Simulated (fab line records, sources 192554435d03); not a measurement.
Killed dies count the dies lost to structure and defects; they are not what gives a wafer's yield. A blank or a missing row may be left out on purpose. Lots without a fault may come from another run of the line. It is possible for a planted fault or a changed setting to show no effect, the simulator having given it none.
fab line records	flow n5_finfet
record lots=7	wafers=21
route steps=1938 shown WELL_APT@40 FIN_SAQP@96 DUMMY_GATE@224
start_h: start of the lot's first displayed wafer, in hours after the record's first day	wait_h: hours from the lot's prior step to this one	" identical to the entry in the row above	L1.1+2: one row covering several wafers at once	- no value, or no start was given	* or withheld: withheld	< > ~ a bound
route shown NAME@n: NAME is a module with steps in the file, n the number in the route of the first one	usual: average and standard deviation across the fault-free wafers	same: alike in all rows	chamber/n: place in a boat	sites: each site's reading	_std_site: the values' standard deviation	_edge_site: mean of outer sites minus mean of inner sites	radius_mm: for every site, how far away it sits from the centre of the wafer	mask NAME#n: copy n	behind: tool/chamber where the wafer was last shaped	hold: why the lot went on hold/how many hours it stayed there/how the hold came to an end	device: the transistor (n, p or np) that didn't switch	end of line: the same wafers' tests at the end of the route	a step given without rows: its recipe and nothing more	killed: not the wafer's yield, but the dies lost to structure and defects at the first sort	map: a wafer's dies, marking killed ones x, the rest . and places with no die _
set.NAME: the setting the step ran with; set.NAME@STEP: the setting that earlier step ran with	model.NAME: the simulator's own value behind a step, which no gauge read
lots run with intentionally changed settings; tables by step, rows by wafer
## steps
# step N5_WELL_APT_PEB_23
# recipe peb_temp_c=130	peb_time_s=90
lot.wafer	tool	chamber	start_h	wait_h	set.peb_time_s
L076.1+4+6	litho_track-01	0	26.56	0.1	90
L077.4+6	litho_track-02	0	33.11	0.0	105.1
L077.5	"	0	"	"	90
L078.1	litho_track-04	0	38.83	0.1	80.15
L078.3+5	"	0	"	"	90
L083.2+4+6	litho_track-04	0	68.93	0.0	106.6
L089.2+6	litho_track-02	0	104.71	0.0	72.68
L089.4	"	0	"	"	90
L090.1+3	litho_track-04	0	110.83	0.1	95.3
L090.5	"	0	"	"	90
L096.2+6	litho_track-04	0	147.06	0.0	96.14
L096.5	"	0	"	"	90
# step N5_WELL_APT_DEVELOP_24
# recipe develop_time_s=45	rinse_liquid=surfactant_rinse	dry=air_spin	dev_temp_c=21
lot.wafer	tool	chamber	start_h	wait_h	set.develop_time_s
L076.1+4+6	litho_track-01	0	-	-	45
L077.4+5+6	litho_track-02	0	-	-	37.65
L078.1+3	litho_track-04	0	-	-	40.68
L078.5	"	0	"	"	45
L083.2	litho_track-04	0	-	-	45
L083.4+6	"	0	"	"	42.07
L089.2+6	litho_track-02	0	-	-	41.03
L089.4	"	0	"	"	45
L090.1	litho_track-04	0	-	-	41.17
L090.3+5	"	0	"	"	45
L096.2	litho_track-04	0	-	-	52.44
L096.5+6	"	0	"	"	45
# step N5_WELL_APT_HARDBAKE_29
# recipe temp_c=130	time_s=120
# step N5_WELL_APT_CD_MEAS_25
# recipe target_cd_nm=200	landing_energy_ev=500	detector=se_inlens
# usual cd_nm=199.7/1.4
lot.wafer	tool	chamber	start_h	wait_h	set.peb_time_s@WELL_APT_PEB_23	cd_nm
L076.1	cd_sem-02	0	26.67	-	90	199.6
L076.4	"	0	"	"	90	202.0
L076.6	"	0	"	"	90	200.3
L077.4	cd_sem-03	0	33.23	-	105.1	205.5
L077.5	"	0	"	"	90	199.7
L077.6	"	0	"	"	105.1	207.1
L078.1	cd_sem-03	0	38.95	-	80.15	195.2
L078.3	"	0	"	"	90	199.1
L078.5	"	0	"	"	90	199.8
L083.2	cd_sem-01	0	69.04	-	106.6	208.7
L083.4	"	0	"	"	106.6	206.6
L083.6	"	0	"	"	106.6	206.0
L089.2	cd_sem-03	0	104.82	-	72.68	187.8
L089.4	"	0	"	"	90	199.3
L089.6	"	0	"	"	72.68	189.4
L090.1	cd_sem-02	0	110.95	-	95.3	201.6
L090.3	"	0	"	"	95.3	200.4
L090.5	"	0	"	"	90	199.3
L096.2	cd_sem-03	0	147.18	-	96.14	204.6
L096.5	"	0	"	"	90	202.3
L096.6	"	0	"	"	96.14	204.1
# step N5_WELL_APT_DESCUM_30
# recipe chemistry=O2	time_s=7.9	source_power_w=50	bias_power_w=20	pressure_mtorr=20	rf_frequency_hz=2.712e+07	temp_c=40	o2_flow_sccm=225
lot.wafer	tool	chamber	start_h	wait_h	set.peb_time_s@WELL_APT_PEB_23	model.WELL_APT.cd_nm
L076.1	rie_diel-05	3	26.76	0.0	90	199.7
L076.4	"	1	"	"	90	201.8
L076.6	"	0	"	"	90	199.9
L077.4	rie_diel-05	3	33.35	0.1	105.1	205.7
L077.5	"	0	"	"	90	199.8
L077.6	"	2	"	"	105.1	207.2
L078.1	rie_diel-03	0	39.03	0.0	80.15	195.2
L078.3	"	3	"	"	90	199.2
L078.5	"	2	"	"	90	199.7
L083.2	rie_diel-03	1	69.13	0.0	106.6	208.4
L083.4	"	2	"	"	106.6	206.4
L083.6	"	0	"	"	106.6	206.2
L089.2	rie_diel-04	2	104.97	0.1	72.68	187.7
L089.4	"	3	"	"	90	199.4
L089.6	"	1	"	"	72.68	189.3
L090.1	rie_diel-04	3	111.04	0.0	95.3	201.3
L090.3	"	1	"	"	95.3	200.6
L090.5	"	0	"	"	90	199.6
L096.2	rie_diel-05	2	147.26	0.0	96.14	204.7
L096.5	"	2	"	"	90	202.6
L096.6	"	3	"	"	96.14	204.1
# step N5_FIN_SAQP_HM_DEP_03
# recipe material=SiNx	target_thk_a=380	temp_c=400	precursor=SiH4/NH3/N2	pressure_torr=1.5	rf_w=300	time_s=33.6
lot.wafer	tool	chamber	start_h	wait_h	set.time_s	model.SiNx_of_FIN_SAQP_HM_DEP_03.thk_nm
L076.1	pecvd-02	1	32.46	0.2	33.6	37.89
L076.4	"	0	"	"	33.6	38.29
L076.6	"	1	"	"	33.6	38.38
L077.4	pecvd-01	0	39.23	0.1	30.81	34.79
L077.5	"	1	"	"	33.6	38.07
L077.6	"	2	"	"	30.81	34.89
L078.1	pecvd-03	2	44.52	0.2	36.6	40.84
L078.3	"	2	"	"	36.6	41.34
L078.5	"	2	"	"	36.6	41.26
L083.2	pecvd-03	1	74.91	0.2	33.6	37.78
L083.4	"	0	"	"	30.48	34.81
L083.6	"	1	"	"	33.6	38.22
L089.2	pecvd-02	0	110.71	0.2	30.81	34.56
L089.4	"	2	"	"	30.81	35.45
L089.6	"	1	"	"	30.81	34.52
L090.1	pecvd-02	2	117.54	0.2	37.14	41.87
L090.3	"	0	"	"	33.6	38.56
L090.5	"	0	"	"	37.14	42.41
L096.2	pecvd-02	0	153.90	0.2	34.87	38.12
L096.5	"	0	"	"	34.87	39.15
L096.6	"	2	"	"	33.6	37.87
# step N5_FIN_SAQP_THK_MEAS_05
# usual thk_nm=38.0/0.49
lot.wafer	tool	chamber	start_h	wait_h	set.time_s@FIN_SAQP_HM_DEP_03	thk_nm
L076.1	film_metro-02	-	32.58	0.1	33.6	37.9
L076.4	"	-	"	"	33.6	38.3
L076.6	"	-	"	"	33.6	38.4
L077.4	film_metro-02	-	39.29	0.0	30.81	34.8
L077.5	"	-	"	"	33.6	38.1
L077.6	"	-	"	"	30.81	34.8
L078.1	film_metro-01	-	44.63	0.1	36.6	40.8
L078.3	"	-	"	"	36.6	41.3
L078.5	"	-	"	"	36.6	41.3
L083.2	film_metro-01	-	74.99	0.1	33.6	37.8
L083.4	"	-	"	"	30.48	34.8
L083.6	"	-	"	"	33.6	38.2
L089.2	film_metro-02	-	110.80	0.1	30.81	34.5
L089.4	"	-	"	"	30.81	35.5
L089.6	"	-	"	"	30.81	34.5
L090.1	film_metro-02	-	117.62	0.1	37.14	41.8
L090.3	"	-	"	"	33.6	38.6
L090.5	"	-	"	"	37.14	42.4
L096.2	film_metro-02	-	154.00	0.1	34.87	38.1
L096.5	"	-	"	"	34.87	39.1
L096.6	"	-	"	"	33.6	37.8
# step N5_FIN_SAQP_COAT_49
# recipe resist=SOC	temp_c=250	time_s=60	spin_rpm=1500	resist_thk_nm=100
lot.wafer	tool	chamber	start_h	wait_h	set.spin_rpm	model.SOC_of_FIN_SAQP_COAT_49.thk_nm
L076.1	litho_track-04	0	32.90	0.1	1500	100.4
L076.4	"	0	"	"	1500	100.3
L076.6	"	0	"	"	1500	100.2
L077.4	litho_track-04	0	39.61	0.0	1549	98.88
L077.5	"	0	"	"	1549	98.83
L077.6	"	0	"	"	1500	100.4
L078.1	litho_track-01	0	45.04	0.1	1500	100.4
L078.3	"	0	"	"	1411	103.5
L078.5	"	0	"	"	1411	103.4
L083.2	litho_track-04	0	75.31	0.1	1500	100.5
L083.4	"	0	"	"	1500	100.4
L083.6	"	0	"	"	1500	100.7
L089.2	litho_track-05	0	111.12	0.1	1500	99.8
L089.4	"	0	"	"	1500	99.96
L089.6	"	0	"	"	1369	104.5
L090.1	litho_track-04	0	117.94	0.1	1500	100.2
L090.3	"	0	"	"	1500	100.1
L090.5	"	0	"	"	1500	100.4
L096.2	litho_track-05	0	154.32	0.1	1634	96.31
L096.5	"	0	"	"	1634	96.18
L096.6	"	0	"	"	1500	100.4
# step N5_FIN_SAQP_COAT_50
# recipe resist=SiARC	temp_c=220	time_s=60	spin_rpm=1500	resist_thk_nm=35
# step N5_FIN_SAQP_COAT_10
# recipe resist=CAR-ArF	spin_rpm=1500	resist_thk_nm=90
# step N5_FIN_SAQP_DESCUM_21
# recipe chemistry=O2	time_s=7.9	source_power_w=50	bias_power_w=20	pressure_mtorr=20	rf_frequency_hz=2.712e+07	temp_c=40	resist=CAR-ArF	o2_flow_sccm=225
# step N5_FIN_SAQP_ETCH_51
# recipe chemistry=CF4	target=SiARC	target_depth_a=455	mask_material=CAR-ArF	time_s=75.8	ion_energy_ev=80	pressure_mtorr=40	source_w=545	bias_w=36	Ar_flow_sccm=100	cf4_flow_sccm=100	ends=cleared
# step N5_FIN_SAQP_ETCH_52
# recipe chemistry=N2/H2	target=SOC	target_depth_a=1000	overetch_a=200	mask_material=SiARC	temp_c=40	time_s=150	ion_energy_ev=200	pressure_mtorr=30	source_w=840	bias_w=150	n2_flow_sccm=200	h2_flow_sccm=200	ends=end_point
lot.wafer	tool	chamber	start_h	wait_h	set.spin_rpm@FIN_SAQP_COAT_49	model.etch.depth_nm
L076.1	rie_diel-04	0	33.33	0.0	1500	100.4
L076.4	"	2	"	"	1500	100.3
L076.6	"	3	"	"	1500	100.2
L077.4	rie_diel-05	2	40.05	0.0	1549	98.88
L077.5	"	3	"	"	1549	98.83
L077.6	"	2	"	"	1500	100.4
L078.1	rie_diel-04	3	45.60	0.0	1500	100.4
L078.3	"	0	"	"	1411	103.5
L078.5	"	3	"	"	1411	103.4
L083.2	rie_diel-04	3	75.96	0.0	1500	100.5
L083.4	"	0	"	"	1500	100.4
L083.6	"	0	"	"	1500	100.7
L089.2	rie_diel-05	1	111.56	0.0	1500	99.8
L089.4	"	3	"	"	1500	99.96
L089.6	"	3	"	"	1369	104.5
L090.1	rie_diel-05	3	118.66	0.0	1500	100.2
L090.3	"	1	"	"	1500	100.1
L090.5	"	3	"	"	1500	100.4
L096.2	rie_diel-04	3	154.93	0.1	1634	96.31
L096.5	"	1	"	"	1634	96.18
L096.6	"	3	"	"	1500	100.4
# step N5_FIN_SAQP_STRIP_53
# recipe chemistry=N2/H2	temp_c=40	n2_flow_sccm=200	h2_flow_sccm=200	rf_frequency_hz=6e+07
# step N5_FIN_SAQP_HM_OPEN_73
# recipe chemistry=CHF3/O2	target=SiO2	stop_on=a-Si	target_depth_a=120	over_etch_frac=1.8	mask_material=SOC	time_s=16.8	pressure_mtorr=30	source_w=650	bias_w=170	Ar_flow_sccm=200	CHF3_flow_sccm=50	O2_flow_sccm=5	ion_energy_ev=200	ends=end_point
# step N5_FIN_SAQP_STRIP_74
# recipe chemistry=CHF3/O2	resist=SiARC	rf_frequency_hz=6e+07
# step N5_FIN_SAQP_MANDREL_ETCH_22
# recipe target_depth_a=600	chemistry=HBr/Cl2	target=a-Si	stop_on=SiNx	bt_time_s=10	over_etch_frac=0.5	time_s=30	pressure_mtorr=10	icp_w=800	bias_w=75	HBr_flow_sccm=150	Cl2_flow_sccm=80	ends=end_point
lot.wafer	tool	chamber	start_h	wait_h	set.spin_rpm@FIN_SAQP_COAT_49	model.SOC_of_FIN_SAQP_COAT_49.thk_nm
L076.1	rie_si-02	2	33.53	0.0	1500	76.31
L076.4	"	0	"	"	1500	76.22
L076.6	"	0	"	"	1500	76.14
L077.4	rie_si-02	3	40.24	0.0	1549	75.05
L077.5	"	2	"	"	1549	74.86
L077.6	"	3	"	"	1500	76.66
L078.1	rie_si-02	2	45.79	0.0	1500	76.38
L078.3	"	3	"	"	1411	79.47
L078.5	"	3	"	"	1411	79.39
L083.2	rie_si-02	1	76.15	0.0	1500	76.55
L083.4	"	2	"	"	1500	76.65
L083.6	"	3	"	"	1500	76.83
L089.2	rie_si-02	3	111.75	0.0	1500	75.83
L089.4	"	0	"	"	1500	75.82
L089.6	"	2	"	"	1369	80.38
L090.1	rie_si-06	1	118.85	0.0	1500	76.5
L090.3	"	0	"	"	1500	76.68
L090.5	"	2	"	"	1500	76.74
L096.2	rie_si-06	1	155.21	0.0	1634	72.47
L096.5	"	0	"	"	1634	72.65
L096.6	"	3	"	"	1500	76.88
# step N5_FIN_SAQP_STRIP_55
# recipe chemistry=N2/H2	power_w=500	temp_c=40	pressure_mtorr=50	rf_frequency_hz=6e+07	overash_fraction=0.3	bias_power_w=28	h2_frac=0.5	n2_flow_sccm=300	h2_flow_sccm=300
# step N5_FIN_SAQP_STRIP_23
# recipe chemistry=SPM	time_s=750	temp_c=130	h2so4_h2o2_vol_ratio=4
# step N5_FIN_SAQP_ETCH_57
# recipe chemistry=CH3F/O2	target=SiNx	mask_material=SiO2	target_depth_a=325	time_s=46.4	pressure_mtorr=30	source_w=395	bias_w=73	Ar_flow_sccm=150	CH3F_flow_sccm=30	O2_flow_sccm=20	ion_energy_ev=120	ends=cleared
# step N5_FIN_SAQP_ETCH_65
# recipe chemistry=CF4	target=SiO2	target_depth_a=40	ion_energy_ev=350	time_s=4.4	pressure_mtorr=10	icp_w=800	bias_w=400	cf4_flow_sccm=80
# step N5_FIN_SAQP_MANDREL_ETCH_58
# recipe chemistry=HBr/Cl2	target=a-Si	target_depth_a=450	bt_time_s=10	stop_on=SiNx	mask_material=SiO2	over_etch_frac=0.8	time_s=27	pressure_mtorr=10	icp_w=800	bias_w=75	HBr_flow_sccm=150	Cl2_flow_sccm=80	ends=end_point
lot.wafer	tool	chamber	start_h	wait_h	set.time_s@FIN_SAQP_HM_DEP_03	model.SiNx_of_FIN_SAQP_HM_DEP_03.thk_nm
L076.1	rie_si-02	2	35.78	0.0	33.6	37.8
L076.4	"	3	"	"	33.6	38.29
L076.6	"	3	"	"	33.6	38.38
L077.4	rie_si-06	2	42.63	0.0	30.81	34.8
L077.5	"	2	"	"	33.6	38
L077.6	"	0	"	"	30.81	34.89
L078.1	rie_si-05	0	47.70	0.0	36.6	40.8
L078.3	"	1	"	"	36.6	41.34
L078.5	"	3	"	"	36.6	41.26
L083.2	rie_si-02	2	78.28	0.0	33.6	37.8
L083.4	"	1	"	"	30.48	34.8
L083.6	"	1	"	"	33.6	38.2
L089.2	rie_si-06	1	113.67	0.0	30.81	34.6
L089.4	"	2	"	"	30.81	35.4
L089.6	"	2	"	"	30.81	34.4
L090.1	rie_si-05	1	121.04	0.0	37.14	41.87
L090.3	"	2	"	"	33.6	38.56
L090.5	"	3	"	"	37.14	42.41
L096.2	rie_si-02	0	157.12	0.0	34.87	38
L096.5	"	2	"	"	34.87	39
L096.6	"	1	"	"	33.6	37.8
# step N5_FIN_SAQP_RECESS_63
# recipe chemistry=HF/NH3	target=SiO2	target_depth_a=180	afs_cycles=3	temp_c=30	sublimation_temp_c=180	sublimation_time_s=60
# step N5_FIN_SAQP_COAT_68
# recipe resist=SOC	temp_c=250	time_s=60	spin_rpm=1500	resist_thk_nm=100
# step N5_FIN_SAQP_MANDREL2_REMOVE_60
# recipe chemistry=HBr/Cl2/O2	bt_time_s=10	target=a-Si	stop_on=SiNx	endpoint=OES-SiCl	over_etch_frac=1	icp_w=600	bias_w=22	HBr_flow_sccm=150	Cl2_flow_sccm=80	O2_flow_sccm=5	pressure_mtorr=10
# step N5_FIN_SAQP_HM_OPEN_33
# recipe chemistry=CH3F/O2	target=SiNx	mask_material=SiO2	target_depth_a=494	time_s=70.6	pressure_mtorr=30	source_w=395	bias_w=73	Ar_flow_sccm=150	CH3F_flow_sccm=30	O2_flow_sccm=20	ion_energy_ev=120	ends=cleared
# usual etch_rf_on_time_s=69.5/1.5
lot.wafer	tool	chamber	start_h	wait_h	set.time_s@FIN_SAQP_HM_DEP_03	etch_rf_on_time_s	model.etch.depth_nm
L076.1	rie_diel-03	0	37.33	0.2	33.6	67.8	37.21
L076.4	"	3	"	"	33.6	68.4	37.66
L076.6	"	0	"	"	33.6	68.6	37.75
L077.4	rie_diel-03	0	44.14	0.0	30.81	62.7	34.08
L077.5	"	2	"	"	33.6	69.8	37.36
L077.6	"	3	"	"	30.81	62.7	34.26
L078.1	rie_diel-04	3	49.14	0.1	36.6	75.3	40.12
L078.3	"	1	"	"	36.6	75.0	40.72
L078.5	"	1	"	"	36.6	74.6	40.64
L083.2	rie_diel-04	3	80.00	0.2	33.6	71.2	37.1
L083.4	"	2	"	"	30.48	64.6	34.12
L083.6	"	0	"	"	33.6	69.0	37.52
L089.2	rie_diel-04	1	116.36	0.0	30.81	63.4	33.91
L089.4	"	3	"	"	30.81	66.7	34.74
L089.6	"	0	"	"	30.81	63.2	33.81
L090.1	rie_diel-05	3	122.69	0.1	37.14	76.2	41.24
L090.3	"	1	"	"	33.6	72.0	37.93
L090.5	"	1	"	"	37.14	78.0	41.78
L096.2	rie_diel-04	3	159.11	0.0	34.87	71.8	37.41
L096.5	"	1	"	"	34.87	70.6	38.47
L096.6	"	0	"	"	33.6	68.3	37.17
# step N5_FIN_SAQP_FIN_ETCH_36
# recipe chemistry=HBr/Cl2/O2	target_depth_a=1200	mask_material=SiNx	time_s=50.4	bias_w=102	pressure_mtorr=10	icp_w=800	HBr_flow_sccm=150	Cl2_flow_sccm=80	O2_flow_sccm=12
lot.wafer	tool	chamber	start_h	wait_h	set.bias_w	set.time_s@FIN_SAQP_HM_DEP_03	model.etch.depth_nm	model.FIN_SAQP.feature_depth_nm	model.SiNx_of_FIN_SAQP_HM_DEP_03.thk_nm
L076.1	rie_si-06	2	37.62	0.0	102	33.6	121.3	121.2	21
L076.4	"	2	"	"	102	33.6	121.4	121.4	21.4
L076.6	"	3	"	"	102	33.6	120.9	120.8	21.4
L077.4	rie_si-05	1	44.47	0.0	102	30.81	119.5	119.4	18
L077.5	"	3	"	"	102	33.6	119.4	119.4	21.2
L077.6	"	0	"	"	102	30.81	120.1	120.2	18
L078.1	rie_si-06	2	49.43	0.0	89.03	36.6	116.4	116.4	25
L078.3	"	1	"	"	89.03	36.6	115.5	115.6	25.8
L078.5	"	2	"	"	102	36.6	119.4	119.4	24.6
L083.2	rie_si-06	1	80.28	0.0	84.95	33.6	113.1	113	22.6
L083.4	"	0	"	"	102	30.48	118	118	18.2
L083.6	"	1	"	"	102	33.6	117.9	118	21.6
L089.2	rie_si-02	1	116.65	0.0	117.2	30.81	124.4	124.4	16.4
L089.4	"	2	"	"	102	30.81	121.3	121.2	18.4
L089.6	"	1	"	"	102	30.81	119.3	119.2	17.8
L090.1	rie_si-05	0	122.98	0.0	102	37.14	121.5	121.6	24.8
L090.3	"	1	"	"	102	33.6	119.6	119.6	21.8
L090.5	"	0	"	"	102	37.14	121.1	121	25.4
L096.2	rie_si-02	2	159.40	0.0	84.39	34.87	115.1	115.2	22.8
L096.5	"	3	"	"	84.39	34.87	116.1	116.2	23.8
L096.6	"	2	"	"	102	33.6	120.8	120.8	21
# step N5_FIN_SAQP_PRECLEAN_38
# recipe chemistry=O3/DIW	time_s=45	temp_c=22	o3_ppm=10
# step N5_FIN_SAQP_PRECLEAN_45
# recipe chemistry=dHF	time_s=10	dilution=500:1	temp_c=25
lot.wafer	tool	chamber	start_h	wait_h	set.time_s@FIN_SAQP_HM_DEP_03	model.SiNx_of_FIN_SAQP_HM_DEP_03.thk_nm
L076.1	wet_bench-06	6	37.80	0.0	33.6	20.8
L076.4	"	2	"	"	33.6	21.2
L076.6	"	5	"	"	33.6	21.4
L077.4+6	wet_bench-06	1,3	44.61	0.0	30.81	18
L077.5	"	6	"	"	33.6	21
L078.1	wet_bench-06	2	49.61	0.0	36.6	25
L078.3	"	0	"	"	36.6	25.6
L078.5	"	3	"	"	36.6	24.4
L083.2	wet_bench-02	0	80.46	0.0	33.6	22.4
L083.4	"	6	"	"	30.48	18.2
L083.6	"	3	"	"	33.6	21.4
L089.2	wet_bench-03	3	116.83	0.0	30.81	16.4
L089.4	"	2	"	"	30.81	18.4
L089.6	"	5	"	"	30.81	17.6
L090.1	wet_bench-03	7	123.15	0.0	37.14	24.8
L090.3	"	6	"	"	33.6	21.8
L090.5	"	1	"	"	37.14	25.4
L096.2	wet_bench-02	7	159.57	0.0	34.87	22.6
L096.5	"	5	"	"	34.87	23.6
L096.6	"	6	"	"	33.6	20.8
# step N5_FIN_SAQP_SRD_39
# recipe dry=ipa_marangoni	time_s=30	temp_c=23	rinse_liquid=diw
# step N5_FIN_SAQP_OCD_MEAS_76
# usual trench_depth_nm=119.7/1.1
lot.wafer	tool	chamber	start_h	wait_h	set.bias_w@FIN_SAQP_FIN_ETCH_36	trench_depth_nm
L076.1	ocd-02	-	37.84	0.0	102	121.8
L076.4	"	-	"	"	102	121.6
L076.6	"	-	"	"	102	120.7
L077.4	ocd-01	-	44.65	0.0	102	119.5
L077.5	"	-	"	"	102	119.7
L077.6	"	-	"	"	102	119.9
L078.1	ocd-02	-	49.65	0.0	89.03	116.6
L078.3	"	-	"	"	89.03	115.4
L078.5	"	-	"	"	102	119.1
L083.2	ocd-02	-	80.51	0.0	84.95	113.3
L083.4	"	-	"	"	102	117.5
L083.6	"	-	"	"	102	117.3
L089.2	ocd-02	-	116.87	0.0	117.2	124.9
L089.4	"	-	"	"	102	121.6
L089.6	"	-	"	"	102	118.4
L090.1	ocd-01	-	123.20	0.0	102	121.1
L090.3	"	-	"	"	102	119.2
L090.5	"	-	"	"	102	121.6
L096.2	ocd-02	-	159.62	0.0	84.39	114.8
L096.5	"	-	"	"	84.39	115.8
L096.6	"	-	"	"	102	121.3
# step N5_DUMMY_GATE_COAT_28
# recipe resist=underlayer	temp_c=205	time_s=60	spin_rpm=1500	resist_thk_nm=10
lot.wafer	tool	chamber	start_h	wait_h	set.spin_rpm	model.underlayer_of_DUMMY_GATE_COAT_28.thk_nm
L076.1+4+6	litho_track-05	0	-	-	1500	10
L077.4+5+6	litho_track-05	0	-	-	1381	10.4
L078.1	litho_track-04	0	-	-	1616	9.6
L078.3+5	"	0	"	"	1500	10
L083.2+4+6	litho_track-03	0	-	-	1500	10
L089.2	litho_track-03	0	-	-	1366	10.4
L089.4+6	"	0	"	"	1500	10
L090.1	litho_track-05	0	-	-	1350	10.6
L090.3+5	"	0	"	"	1500	10
L096.2+5+6	litho_track-04	0	-	-	1500	10
## key
split step=N5_WELL_APT_PEB_23	setting=peb_time_s	stated=90	by=wafer
response step=N5_WELL_APT_CD_MEAS_25	reading=cd_nm	change=+0.454	per=1%	r=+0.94
response step=N5_WELL_APT_DESCUM_30	reading=model.WELL_APT.cd_nm	change=+0.455	per=1%	r=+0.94
split step=N5_WELL_APT_DEVELOP_24	setting=develop_time_s	stated=45	by=wafer
response none clear
split step=N5_FIN_SAQP_HM_DEP_03	setting=time_s	stated=33.6	by=wafer
response step=N5_FIN_SAQP_HM_DEP_03	reading=model.SiNx_of_FIN_SAQP_HM_DEP_03.thk_nm	change=+0.346	per=1%	r=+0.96
response step=N5_FIN_SAQP_THK_MEAS_05	reading=thk_nm	change=*	per=1%	r=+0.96
response step=N5_FIN_SAQP_MANDREL_ETCH_58	reading=model.SiNx_of_FIN_SAQP_HM_DEP_03.thk_nm	change=+0.343	per=1%	r=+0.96
response step=N5_FIN_SAQP_HM_OPEN_33	reading=etch_rf_on_time_s	change=*	per=1%	r=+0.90
response step=N5_FIN_SAQP_HM_OPEN_33	reading=model.etch.depth_nm	change=+0.345	per=1%	r=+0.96
response step=N5_FIN_SAQP_FIN_ETCH_36	reading=model.SiNx_of_FIN_SAQP_HM_DEP_03.thk_nm	change=+0.379	per=1%	r=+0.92
response step=N5_FIN_SAQP_PRECLEAN_45	reading=model.SiNx_of_FIN_SAQP_HM_DEP_03.thk_nm	change=+0.366	per=1%	r=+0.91
split step=N5_FIN_SAQP_COAT_49	setting=spin_rpm	stated=1500	by=wafer
response step=N5_FIN_SAQP_COAT_49	reading=model.SOC_of_FIN_SAQP_COAT_49.thk_nm	change=-0.501	per=1%	r=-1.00
response step=N5_FIN_SAQP_ETCH_52	reading=model.etch.depth_nm	change=-0.501	per=1%	r=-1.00
response step=N5_FIN_SAQP_MANDREL_ETCH_22	reading=model.SOC_of_FIN_SAQP_COAT_49.thk_nm	change=-0.505	per=1%	r=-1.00
split step=N5_FIN_SAQP_FIN_ETCH_36	setting=bias_w	stated=102	by=wafer
response step=N5_FIN_SAQP_FIN_ETCH_36	reading=model.etch.depth_nm	change=+0.287	per=1%	r=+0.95
response step=N5_FIN_SAQP_FIN_ETCH_36	reading=model.FIN_SAQP.feature_depth_nm	change=+0.289	per=1%	r=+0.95
response step=N5_FIN_SAQP_OCD_MEAS_76	reading=trench_depth_nm	change=+0.297	per=1%	r=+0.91
split step=N5_DUMMY_GATE_COAT_28	setting=spin_rpm	stated=1500	by=wafer
response step=N5_DUMMY_GATE_COAT_28	reading=model.underlayer_of_DUMMY_GATE_COAT_28.thk_nm	change=-0.0529	per=1%	r=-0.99
